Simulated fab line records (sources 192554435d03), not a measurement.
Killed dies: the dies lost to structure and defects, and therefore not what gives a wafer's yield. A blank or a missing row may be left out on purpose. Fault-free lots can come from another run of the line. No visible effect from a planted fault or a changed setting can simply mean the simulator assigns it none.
fab line records	flow n5-finfet	part 1 of 2: steps 1 to 14 of 24
record lots=5	wafers=15	last-day=17
route steps=1938 shown GATE_CUT@492
lots that met no fault: from a run of the same line without faults
start-h: start of the lot's first displayed wafer, in hours after the record's first day	wait-h: how many hours have passed since the lot's step before this one	" same as the row above	L1.1+2: several wafers, shown together as one row	- no value, or no start given	* or withheld: withheld	< > ~ a bound
route shown NAME@n: a module of which the file shows steps, and the number in the route of the first	usual: mean/standard deviation taken from wafers without a fault	same: alike in all rows	chamber/n: place in a boat	sites: per-site readings	_std_site: the values' standard deviation	_edge_site: the outer-site mean with the inner-site mean subtracted	radius-mm: for every site, how far away it sits from the centre of the wafer	mask NAME#n: copy n	behind: the last tool/chamber to shape the wafer	hold: reason for holding the lot/hours on hold/outcome of the hold	device: which transistor (n, p or np) failed to switch	end of line: at the end of the route, the tests of the same wafers	for a step that has no rows: nothing shown but its recipe	killed: dies lost to structure and defects at the first sort, not the wafer's yield	map: per-die view of a wafer (x killed, . not killed, _ where there is no die)
set.NAME: the run value of the setting; set.NAME@STEP: its run value at that earlier step	model.NAME: the simulator's own value behind a step, which no gauge read
lots at selected steps of the route; one table per step, one row per wafer
services: a tool's chamber out of use, with start hour (start-h, from the record's first day; less than 0 if before it), hours out, and reason
## steps
# step N5_GATE_CUT_ETCH_36
# recipe chemistry=CF4	target=SiARC	target-depth-a=130	mask-material=CAR-EUV	time-s=21.7	ion-energy-ev=80	pressure-mtorr=40	source-w=545	bias-w=36	Ar_flow_sccm=100	cf4-flow-sccm=100	ends=cleared
# usual drypump-motor-current-A=5.4/0.42	etch-rf-on-time-s=22.0/0.66	oes-product-au=0.70/0.077	rf-vpp-V=184.1/1.1	showerhead-plenum-p-Torr=2.14/0.052	throttle-valve-pct=15.61/0.27
lot.wafer	tool	chamber	start-h	wait-h	drypump-motor-current-A	etch-rf-on-time-s	oes-product-au	rf-hours-counter-h	rf-vpp-V	showerhead-plenum-p-Torr	throttle-valve-pct
L075.2	rie-diel-05	0	88.91	0.0	5.1	22.3	0.68	96	184.1	2.07	15.73
L075.5	"	1	"	"	5.7	20.9	0.74	-	184.7	2.15	15.48
L075.6	"	2	"	"	5.8	21.1	0.76	-	183.8	2.16	15.34
L088.2	rie-diel-04	0	167.07	0.0	5.6	21.9	0.80	11	183.2	2.09	15.63
L088.4	"	2	"	"	5.2	23.2	0.74	-	183.7	2.17	15.43
L088.6	"	0	"	"	5.6	21.8	0.79	-	182.0	2.09	15.62
L089.3	rie-diel-06	1	173.34	0.0	6.3	22.0	0.75	23	184.7	2.27	15.44
L089.4	"	3	"	"	4.8	22.2	0.75	33	183.5	2.08	15.17
L089.5	"	1	"	"	6.3	22.1	0.75	-	185.0	2.27	15.43
L091.2	rie-diel-06	1	189.01	0.0	6.3	22.3	0.74	27	185.8	2.27	15.44
L091.3	"	2	"	"	5.6	22.5	0.65	127	181.9	2.09	15.94
L091.4	"	3	"	"	4.8	22.5	0.74	37	184.6	2.08	15.19
L092.2	rie-diel-04	1	192.34	0.0	5.4	22.0	0.60	190	182.9	2.12	15.93
L092.5	"	1	"	"	5.3	21.8	0.61	-	183.1	2.12	15.93
L092.6	"	0	"	"	5.6	22.0	0.77	-	183.1	2.09	15.64
# step N5_GATE_CUT_ETCH_37
# recipe chemistry=N2/H2	target=SOC	target-depth-a=600	overetch-a=120	mask-material=SiARC	temp-c=40	time-s=90	ion-energy-ev=200	pressure-mtorr=30	source-w=840	bias-w=150	n2-flow-sccm=200	h2-flow-sccm=200
# usual drypump-motor-current-A=5.4/0.42	n2-flow-sccm=199.9/0.63	oes-product-au=0.73/0.078	rf-vpp-V=523.8/2	showerhead-plenum-p-Torr=2.54/0.065	throttle-valve-pct=17.86/0.29
lot.wafer	tool	chamber	start-h	wait-h	drypump-motor-current-A	n2-flow-sccm	oes-product-au	rf-hours-counter-h	rf-vpp-V	showerhead-plenum-p-Torr	throttle-valve-pct
L075.2	rie-diel-05	0	88.93	0.0	5.1	199.7	0.72	96	520.4	2.47	18.08
L075.5	"	1	"	"	5.8	200.4	0.75	-	525.2	2.57	17.63
L075.6	"	2	"	"	5.8	200.6	0.77	-	525.4	2.58	17.63
L088.2	rie-diel-04	0	167.09	0.0	5.6	199.5	0.84	11	521.7	2.50	17.94
L088.4	"	2	"	"	5.2	199.1	0.80	-	524.4	2.60	17.86
L088.6	"	0	"	"	5.6	199.0	0.83	-	521.5	2.50	17.93
L089.3	rie-diel-06	1	173.36	0.0	6.3	200.2	0.80	23	525.6	2.69	17.52
L089.4	"	3	"	"	4.8	198.3	0.80	33	521.9	2.50	17.61
L089.5	"	1	"	"	6.3	200.0	0.80	-	528.6	2.69	17.55
L091.2	rie-diel-06	1	189.03	0.0	6.3	198.9	0.78	28	527.4	2.69	17.55
L091.3	"	2	"	"	5.6	199.5	0.69	127	521.7	2.45	18.14
L091.4	"	3	"	"	4.8	199.4	0.79	37	522.7	2.50	17.61
L092.2	rie-diel-04	1	192.37	0.0	5.4	200.1	0.65	190	523.3	2.51	18.08
L092.5	"	1	"	"	5.4	200.7	0.64	-	526.1	2.51	18.08
L092.6	"	0	"	"	5.6	199.1	0.82	-	520.0	2.50	17.94
# step N5_GATE_CUT_STRIP_38
# recipe chemistry=N2/H2	temp-c=40	n2-flow-sccm=200	h2-flow-sccm=200	rf-frequency-hz=6e+07
lot.wafer	tool	chamber	start-h	wait-h
L075.2+5+6	rie-diel-05	0,1,2	88.99	0.0
L088.2+4+6	rie-diel-04	0,2,0	167.16	0.0
L089.3+4+5	rie-diel-06	1,3,1	173.43	0.0
L091.2+3+4	rie-diel-06	1,2,3	189.10	0.0
L092.2+5+6	rie-diel-04	1,1,0	192.43	0.0
# step N5_GATE_CUT_STRIP_39
# recipe chemistry=N2/H2	temp-c=40	n2-flow-sccm=200	h2-flow-sccm=200	rf-frequency-hz=6e+07
lot.wafer	tool	chamber	start-h	wait-h
L075.2+5+6	rie-diel-05	0,1,2	89.00	0.0
L088.2+4+6	rie-diel-04	0,2,0	167.17	0.0
L089.3+4+5	rie-diel-06	1,3,1	173.44	0.0
L091.2+3+4	rie-diel-06	1,2,3	189.11	0.0
L092.2+5+6	rie-diel-04	1,1,0	192.44	0.0
# step N5_GATE_CUT_HM_OPEN_40
# recipe chemistry=C4F6/O2	target=SiO2	mask-material=SiARC	target-depth-a=1390	time-s=85.1	ion-energy-ev=250	pressure-mtorr=30	source-w=345	bias-w=185	Ar_flow_sccm=300	C4F6_flow_sccm=10	O2_flow_sccm=10	ends=cleared
# usual C4F6_flow_sccm=10.00/0.032	O2_flow_sccm=10.00/0.034	drypump-motor-current-A=5.4/0.42	etch-rf-on-time-s=94.8/2.1	oes-product-au=0.73/0.081	rf-vpp-V=666/18	showerhead-plenum-p-Torr=2.84/0.074	throttle-valve-pct=20.97/0.26
lot.wafer	tool	chamber	start-h	wait-h	C4F6_flow_sccm	O2_flow_sccm	drypump-motor-current-A	etch-rf-on-time-s	oes-product-au	rf-hours-counter-h	rf-vpp-V	showerhead-plenum-p-Torr	throttle-valve-pct
L075.2	rie-diel-05	0	89.01	0.0	10.01	9.99	5.1	94.0	0.73	96	679	2.75	21.07
L075.5	"	1	"	"	10.01	9.97	5.8	92.9	0.77	-	639	2.86	20.76
L075.6	"	2	"	"	9.99	10.02	5.8	93.4	0.79	-	644	2.87	20.69
L088.2	rie-diel-04	0	167.18	0.0	9.99	10.06	5.6	92.8	0.84	11	663	2.77	20.93
L088.4	"	2	"	"	10.03	10.02	5.2	97.4	0.80	-	690	2.91	20.99
L088.6	"	0	"	"	10.01	10.06	5.6	93.5	0.84	-	663	2.77	20.93
L089.3	rie-diel-06	1	173.45	0.0	10.04	9.97	6.3	95.1	0.80	23	681	3.00	20.68
L089.4	"	3	"	"	9.98	10.03	4.8	97.3	0.79	33	644	2.78	20.57
L089.5	"	1	"	"	10.01	10.02	6.2	98.1	0.81	-	678	3.00	20.68
L091.2	rie-diel-06	1	189.12	0.0	9.96	10.02	6.3	93.8	0.79	28	681	3.00	20.68
L091.3	"	2	"	"	10.05	10.05	5.7	93.9	0.68	127	681	2.76	21.30
L091.4	"	3	"	"	9.96	10.00	4.8	97.5	0.78	37	644	2.78	20.58
L092.2	rie-diel-04	1	192.45	0.0	9.98	9.98	5.4	94.4	0.65	190	667	2.83	21.29
L092.5	"	1	"	"	9.94	10.01	5.4	94.6	0.64	-	667	2.83	21.28
L092.6	"	0	"	"	9.99	10.04	5.6	93.1	0.82	-	663	2.76	20.93
# step N5_GATE_CUT_STRIP_41
# recipe chemistry=CF4	resist=SiARC	power-w=300	bias-power-w=75	pressure-mtorr=50	cf4-flow-sccm=150	rf-frequency-hz=6e+07
# usual drypump-motor-current-A=5.4/0.42	oes-product-au=0.189/0.021	rf-vpp-V=271.2/1.3	showerhead-plenum-p-Torr=1.79/0.042	throttle-valve-pct=13.57/0.28
lot.wafer	tool	chamber	start-h	wait-h	drypump-motor-current-A	oes-product-au	rf-hours-counter-h	rf-vpp-V	showerhead-plenum-p-Torr	throttle-valve-pct
L075.2	rie-diel-05	0	89.08	0.0	5.2	0.185	96	270.7	1.74	13.66
L075.5	"	1	"	"	5.8	0.201	-	272.0	1.81	13.46
L075.6	"	2	"	"	5.8	0.204	-	273.1	1.81	13.32
L088.2	rie-diel-04	0	167.24	0.0	5.6	0.211	12	270.8	1.76	13.58
L088.4	"	2	"	"	5.2	0.208	-	272.2	1.80	13.32
L088.6	"	0	"	"	5.6	0.217	-	270.2	1.76	13.61
L089.3	rie-diel-06	1	173.51	0.0	6.3	0.204	23	273.6	1.91	13.42
L089.4	"	3	"	"	4.8	0.207	33	270.1	1.74	13.12
L089.5	"	1	"	"	6.3	0.211	-	273.1	1.91	13.41
L091.2	rie-diel-06	1	189.18	0.0	6.3	0.206	28	273.7	1.91	13.43
L091.3	"	2	"	"	5.6	0.186	127	270.9	1.75	13.91
L091.4	"	3	"	"	4.8	0.199	37	271.2	1.74	13.14
L092.2	rie-diel-04	1	192.51	0.0	5.4	0.170	190	270.9	1.77	13.90
L092.5	"	1	"	"	5.4	0.162	-	270.5	1.77	13.91
L092.6	"	0	"	"	5.6	0.212	-	270.6	1.76	13.63
# step N5_GATE_CUT_STRIP_42
# recipe chemistry=O2	power-w=400	temp-c=40	pressure-mtorr=30	rf-frequency-hz=6e+07	bias-power-w=0	overash-fraction=0.3	o2-flow-sccm=225
# usual drypump-motor-current-A=5.4/0.42	oes-product-au=0.82/0.095	rf-vpp-V=3.6/0.47	showerhead-plenum-p-Torr=2.09/0.058	throttle-valve-pct=16.7/0.31
lot.wafer	tool	chamber	start-h	wait-h	drypump-motor-current-A	oes-product-au	rf-hours-counter-h	rf-vpp-V	showerhead-plenum-p-Torr	throttle-valve-pct
L075.2	rie-diel-05	0	89.10	0.0	5.1	0.80	96	4.0	2.03	16.8
L075.5	"	1	"	"	5.7	0.85	-	4.2	2.13	16.7
L075.6	"	2	"	"	5.8	0.89	-	4.1	2.13	16.5
L088.2	rie-diel-04	0	167.26	0.0	5.6	0.94	12	3.9	2.06	16.8
L088.4	"	2	"	"	5.2	0.89	-	3.9	2.15	16.7
L088.6	"	0	"	"	5.6	0.94	-	3.7	2.06	16.8
L089.3	rie-diel-06	1	173.53	0.0	6.3	0.90	23	3.3	2.21	16.4
L089.4	"	3	"	"	4.8	0.88	33	4.1	2.02	16.2
L089.5	"	1	"	"	6.3	0.91	-	4.1	2.21	16.4
L091.2	rie-diel-06	1	189.20	0.0	6.3	0.89	28	3.8	2.21	16.4
L091.3	"	2	"	"	5.6	0.77	127	3.3	2.01	16.9
L091.4	"	3	"	"	4.8	0.87	37	3.9	2.02	16.1
L092.2	rie-diel-04	1	192.53	0.0	5.4	0.70	190	3.0	2.09	17.1
L092.5	"	1	"	"	5.4	0.70	-	5.1	2.09	17.1
L092.6	"	0	"	"	5.6	0.92	-	2.7	2.05	16.8
# step N5_GATE_CUT_ETCH_19
# recipe chemistry=CH3F/O2	target=SiNx	mask-material=SiO2	target-depth-a=537	time-s=76.7	pressure-mtorr=30	source-w=395	bias-w=73	Ar_flow_sccm=150	CH3F_flow_sccm=30	O2_flow_sccm=20	ion-energy-ev=120	ends=cleared
# usual O2_flow_sccm=20.00/0.061	drypump-motor-current-A=5.4/0.42	etch-rf-on-time-s=77.7/1.4	oes-product-au=0.70/0.077	rf-vpp-V=297/7.8	showerhead-plenum-p-Torr=2.00/0.054	throttle-valve-pct=16.38/0.26
lot.wafer	tool	chamber	start-h	wait-h	O2_flow_sccm	drypump-motor-current-A	etch-rf-on-time-s	oes-product-au	rf-hours-counter-h	rf-vpp-V	showerhead-plenum-p-Torr	throttle-valve-pct
L075.2	rie-diel-05	0	89.14	0.0	20.03	5.1	77.8	0.68	96	302	1.93	16.46
L075.5	"	1	"	"	20.01	5.8	75.9	0.72	-	286	2.01	16.23
L075.6	"	2	"	"	19.96	5.8	75.9	0.75	-	289	2.03	16.17
L088.2	rie-diel-04	0	167.30	0.0	20.05	5.6	76.9	0.79	12	296	1.95	16.35
L088.4	"	2	"	"	20.06	5.2	79.3	0.74	-	306	2.05	16.31
L088.6	"	0	"	"	19.97	5.6	76.7	0.80	-	297	1.95	16.34
L089.3	rie-diel-06	1	173.57	0.0	19.89	6.3	77.4	0.76	23	304	2.11	16.11
L089.4	"	3	"	"	20.07	4.8	79.0	0.75	33	287	1.95	15.97
L089.5	"	1	"	"	19.96	6.3	76.9	0.76	-	305	2.11	16.12
L091.2	rie-diel-06	1	189.24	0.0	19.98	6.3	78.4	0.75	28	304	2.11	16.12
L091.3	"	2	"	"	19.94	5.6	78.1	0.66	127	304	1.94	16.65
L091.4	"	3	"	"	19.91	4.8	79.4	0.74	37	288	1.95	15.97
L092.2	rie-diel-04	1	192.57	0.0	20.11	5.4	77.0	0.61	190	298	1.99	16.74
L092.5	"	1	"	"	20.13	5.4	77.6	0.61	-	298	1.99	16.71
L092.6	"	0	"	"	20.09	5.6	76.3	0.78	-	297	1.94	16.35
# step N5_GATE_CUT_CUT_ETCH_53
# recipe chemistry=SF6/Cl2	target=W	mask-material=SiO2	target-depth-a=792	pressure-mtorr=8	icp-w=900	bias-w=80	SF6_flow_sccm=40	Cl2_flow_sccm=60	ends=cleared
# usual drypump-motor-current-A=5.7/0.34	etch-rf-on-time-s=26.9/1	oes-product-au=0.66/0.15	throttle-valve-pct=28.90/0.28
lot.wafer	tool	chamber	start-h	wait-h	drypump-motor-current-A	etch-rf-on-time-s	oes-product-au	rf-hours-counter-h	throttle-valve-pct
L075.2	rie-metal-03	1	89.24	0.1	5.8	26.5	0.55	130	28.92
L075.5	"	0	"	"	5.6	27.3	0.61	-	29.31
L075.6	"	1	"	"	5.7	26.4	0.55	-	28.92
L088.2	rie-metal-02	1	167.41	0.1	6.3	25.6	0.87	3	28.88
L088.4	"	0	"	"	5.2	27.7	0.83	-	28.77
L088.6	"	0	"	"	5.2	27.9	0.84	-	28.79
L089.3	rie-metal-03	0	173.70	0.1	5.6	27.5	0.59	-	29.32
L089.4	"	1	"	"	5.7	26.5	0.54	-	28.93
L089.5	"	1	"	"	5.7	26.4	0.54	-	28.91
L091.2	rie-metal-02	1	189.34	0.1	6.3	25.5	0.85	6	28.88
L091.3	"	1	"	"	6.3	25.5	0.84	-	28.88
L091.4	"	0	"	"	5.2	27.6	0.81	-	28.80
L092.2	rie-metal-01	0	192.69	0.1	6.1	27.8	0.53	127	28.42
L092.5	"	1	"	"	5.7	26.1	0.77	-	28.91
L092.6	"	0	"	"	6.1	27.8	0.54	-	28.43
# step N5_GATE_CUT_CUT_ETCH_54
# recipe chemistry=Cl2/BCl3	target=TiN	mask-material=SiO2	target-depth-a=967	pressure-mtorr=10	icp-w=1000	bias-w=126	Cl2_flow_sccm=53.25	bcl3-flow-sccm=21.75	Ar_flow_sccm=25	ends=cleared
# usual drypump-motor-current-A=5.7/0.34	etch-rf-on-time-s=37.6/1.4	oes-product-au=0.66/0.15	throttle-valve-pct=22.21/0.17
lot.wafer	tool	chamber	start-h	wait-h	drypump-motor-current-A	etch-rf-on-time-s	oes-product-au	rf-hours-counter-h	throttle-valve-pct
L075.2	rie-metal-03	1	89.30	0.0	5.7	36.9	0.55	130	22.35
L075.5	"	0	"	"	5.6	37.6	0.61	-	22.40
L075.6	"	1	"	"	5.8	36.8	0.55	-	22.35
L088.2	rie-metal-02	1	167.47	0.0	6.3	36.2	0.86	3	22.10
L088.4	"	0	"	"	5.2	39.0	0.83	-	22.03
L088.6	"	0	"	"	5.2	39.0	0.84	-	22.05
L089.3	rie-metal-03	0	173.76	0.0	5.6	37.9	0.59	-	22.43
L089.4	"	1	"	"	5.8	37.3	0.54	-	22.37
L089.5	"	1	"	"	5.7	37.0	0.54	-	22.36
L091.2	rie-metal-02	1	189.40	0.0	6.3	35.1	0.86	6	22.10
L091.3	"	1	"	"	6.3	35.8	0.85	-	22.09
L091.4	"	0	"	"	5.2	39.1	0.82	-	22.04
L092.2	rie-metal-01	0	192.75	0.0	6.0	38.4	0.54	127	21.92
L092.5	"	1	"	"	5.7	36.3	0.78	-	22.20
L092.6	"	0	"	"	6.1	38.6	0.54	-	21.91
# step N5_GATE_CUT_CUT_ETCH_55
# recipe chemistry=BCl3	target=HfO2	mask-material=SiO2	target-depth-a=32	ion-energy-ev=30	pressure-mtorr=5	icp-w=450	bias-w=18	bcl3-flow-sccm=80
# usual drypump-motor-current-A=5.7/0.34	oes-product-au=0.75/0.17	throttle-valve-pct=33.0/0.49
lot.wafer	tool	chamber	start-h	wait-h	drypump-motor-current-A	oes-product-au	rf-hours-counter-h	throttle-valve-pct
L075.2	rie-metal-03	1	89.36	0.0	5.8	0.60	130	32.8
L075.5	"	0	"	"	5.6	0.68	-	33.7
L075.6	"	1	"	"	5.8	0.60	-	32.8
L088.2	rie-metal-02	1	167.53	0.0	6.3	0.95	3	32.9
L088.4	"	0	"	"	5.2	0.95	-	32.8
L088.6	"	0	"	"	5.2	0.96	-	32.7
L089.3	rie-metal-03	0	173.81	0.0	5.6	0.66	-	33.7
L089.4	"	1	"	"	5.7	0.59	-	32.8
L089.5	"	1	"	"	5.7	0.59	-	32.9
L091.2	rie-metal-02	1	189.46	0.0	6.3	0.93	6	32.9
L091.3	"	1	"	"	6.3	0.93	-	32.9
L091.4	"	0	"	"	5.2	0.93	-	32.8
L092.2	rie-metal-01	0	192.81	0.0	6.0	0.61	127	32.4
L092.5	"	1	"	"	5.7	0.88	-	33.5
L092.6	"	0	"	"	6.0	0.61	-	32.4
# step N5_GATE_CUT_ETCH_47
# recipe chemistry=Cl2/BCl3	target=SiO2	target-depth-a=100	pressure-mtorr=10	icp-w=1000	bias-w=126	Cl2_flow_sccm=53.25	bcl3-flow-sccm=21.75	Ar_flow_sccm=25
# usual drypump-motor-current-A=5.7/0.34	oes-product-au=0.75/0.17	throttle-valve-pct=22.72/0.16
lot.wafer	tool	chamber	start-h	wait-h	drypump-motor-current-A	oes-product-au	rf-hours-counter-h	throttle-valve-pct
L075.2	rie-metal-03	1	89.39	0.0	5.7	0.60	130	22.88
L075.5	"	0	"	"	5.6	0.67	-	22.92
L075.6	"	1	"	"	5.7	0.60	-	22.89
L088.2	rie-metal-02	1	167.56	0.0	6.3	0.95	3	22.65
L088.4	"	0	"	"	5.2	0.95	-	22.53
L088.6	"	0	"	"	5.2	0.95	-	22.55
L089.3	rie-metal-03	0	173.84	0.0	5.6	0.66	-	22.93
L089.4	"	1	"	"	5.8	0.59	-	22.88
L089.5	"	1	"	"	5.8	0.59	-	22.89
L091.2	rie-metal-02	1	189.49	0.0	6.3	0.93	6	22.64
L091.3	"	1	"	"	6.3	0.93	-	22.65
L091.4	"	0	"	"	5.2	0.92	-	22.54
L092.2	rie-metal-01	0	192.84	0.0	6.1	0.60	127	22.43
L092.5	"	1	"	"	5.7	0.88	-	22.73
L092.6	"	0	"	"	6.1	0.60	-	22.44
# step N5_GATE_CUT_VAPOR_ETCH_48
# recipe chemistry=BCl3/Cl2	target=TiN	mode=isotropic
# usual drypump-motor-current-A=5.7/0.34	oes-product-au=0.75/0.17
lot.wafer	tool	chamber	start-h	wait-h	drypump-motor-current-A	oes-product-au
L075.2	rie-metal-03	1	89.42	0.0	5.8	0.60
L075.5	"	0	"	"	5.5	0.68
L075.6	"	1	"	"	5.7	0.60
L088.2	rie-metal-02	1	167.59	0.0	6.3	0.96
L088.4	"	0	"	"	5.2	0.94
L088.6	"	0	"	"	5.2	0.94
L089.3	rie-metal-03	0	173.87	0.0	5.6	0.66
L089.4	"	1	"	"	5.8	0.59
L089.5	"	1	"	"	5.7	0.59
L091.2	rie-metal-02	1	189.52	0.0	6.3	0.94
L091.3	"	1	"	"	6.2	0.94
L091.4	"	0	"	"	5.2	0.90
L092.2	rie-metal-01	0	192.87	0.0	6.0	0.60
L092.5	"	1	"	"	5.7	0.89
L092.6	"	0	"	"	6.1	0.60
# step N5_GATE_CUT_VAPOR_ETCH_49
# recipe chemistry=BCl3/Cl2	target=TiAlC	mode=isotropic
# usual drypump-motor-current-A=5.7/0.34	oes-product-au=0.75/0.17
lot.wafer	tool	chamber	start-h	wait-h	drypump-motor-current-A	oes-product-au
L075.2	rie-metal-03	1	89.45	0.0	5.7	0.60
L075.5	"	0	"	"	5.6	0.68
L075.6	"	1	"	"	5.7	0.60
L088.2	rie-metal-02	1	167.62	0.0	6.3	0.97
L088.4	"	0	"	"	5.2	0.94
L088.6	"	0	"	"	5.2	0.93
L089.3	rie-metal-03	0	173.90	0.0	5.6	0.67
L089.4	"	1	"	"	5.7	0.60
L089.5	"	1	"	"	5.8	0.60
L091.2	rie-metal-02	1	189.55	0.0	6.3	0.93
L091.3	"	1	"	"	6.3	0.95
L091.4	"	0	"	"	5.2	0.92
L092.2	rie-metal-01	0	192.90	0.0	6.1	0.60
L092.5	"	1	"	"	5.7	0.89
L092.6	"	0	"	"	6.1	0.60
